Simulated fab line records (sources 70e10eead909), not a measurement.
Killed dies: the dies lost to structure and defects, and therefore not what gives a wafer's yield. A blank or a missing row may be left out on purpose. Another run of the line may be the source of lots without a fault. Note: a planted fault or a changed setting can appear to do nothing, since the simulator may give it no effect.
3 desks, one fault :: flow nand_harc :: each desk holds nothing but its own numbers, with what lay behind them at the end

== THE DEFECT DESK ==
For each lot, the counts of the inspections along the route, averaged over the sampled wafers that have a number. Marked OUT: a lot whose mean sits more than 4 standard deviations from the usual mean, which makes it out of limits; the brackets give that distance.
Columns: A = raw_defect_count at NHARC_A_SOURCE_PLATE_INSPECT_08, usual 60; B = raw_defect_count at NHARC_A_CHANNEL_HOLE_D1_INSPECT_12, usual 5.7
lot: L973
first seen here: day 7 16:24
A: 92
B: 6.0

lot: L974
first seen here: day 8 02:21
A: 56
B: 6.3

lot: L976
first seen here: day 8 02:21
A: 29
B: 4.3

lot: L978
first seen here: day 8 13:53
A: 63
B: 6.3

lot: L977
first seen here: day 8 13:53
A: 36
B: 5.7

lot: L979
first seen here: day 8 21:55
A: 51
B: 9.7

lot: L980
first seen here: day 8 21:55
A: 69
B: 6.7

lot: L981
first seen here: day 9 13:05
A: 70
B: 7.0

lot: L982
first seen here: day 9 13:06
A: 95
B: 8.3

lot: L986
first seen here: day 10 19:27
A: 64
B: 8.0

lot: L987
first seen here: day 11 00:19
A: 73
B: 6.3

lot: L996
first seen here: day 12 23:40
A: 55
B: 6.0

lot: L995
first seen here: day 13 06:59
A: 39
B: 5.3
Result from this desk: across the 13 lots, nothing is out of limits.

== THE METROLOGY DESK ==
Means of the sampled wafers that have a number, per lot and without regard to the tool the lot ran on: this is what the gauges read. Marked OUT: a lot whose mean sits more than 4 standard deviations from the usual mean, which makes it out of limits; the brackets give that distance.
Columns: A = thk_nm at NHARC_A_ONON_D1_THK_MEAS_24, usual 998 nm
lot: L973
first seen here: day 8 03:35
A: 988

lot: L974
first seen here: day 8 13:40
A: 990

lot: L976
first seen here: day 8 13:40
A: 990

lot: L978
first seen here: day 9 01:08
A: 986

lot: L977
first seen here: day 9 01:11
A: 998

lot: L979
first seen here: day 9 09:01
A: 998

lot: L980
first seen here: day 9 09:01
A: 993

lot: L981
first seen here: day 10 00:14
A: 997

lot: L982
first seen here: day 10 00:14
A: 995

lot: L986
first seen here: day 11 10:05
A: 1014

lot: L987
first seen here: day 11 10:13
A: 1004

lot: L996
first seen here: day 13 10:47
A: 998

lot: L995
first seen here: day 13 18:29
A: 1001
Result from this desk: across the 13 lots, nothing is out of limits.

== FOR THE TOOL OWNER'S DESK: pecvd_onon-02 ==
The tool's own readings at NHARC_A_ONON_D1_DEP_22 (target thk 1000 nm): means of the sampled wafers that have a number, for each lot that ran on this tool. Marked OUT: a lot whose mean sits more than 4 standard deviations from the usual mean, which makes it out of limits; the brackets give that distance.
Columns: A = sih4_flow_sccm at NHARC_A_ONON_D1_DEP_22, usual 210.0 sccm
lot: L973
first seen here: day 8 03:12
A: 210.2

lot: L976
first seen here: day 8 13:09
A: 209.6

lot: L977
first seen here: day 9 00:46
A: 210.2

lot: L979
first seen here: day 9 08:37
A: 209.9

lot: L982
first seen here: day 9 23:47
A: 210.0

lot: L986
first seen here: day 11 09:38
A: 209.4
Result from this desk: across the 6 lots, nothing is out of limits.

== TAKEN TOGETHER ==
Nothing the defect desk looked at was out of limits.
At the metrology desk, nothing out of limits was observed.
Nothing out of limits was seen by the tool owner's desk.

== WHAT THE SIMULATOR PUT IN ==
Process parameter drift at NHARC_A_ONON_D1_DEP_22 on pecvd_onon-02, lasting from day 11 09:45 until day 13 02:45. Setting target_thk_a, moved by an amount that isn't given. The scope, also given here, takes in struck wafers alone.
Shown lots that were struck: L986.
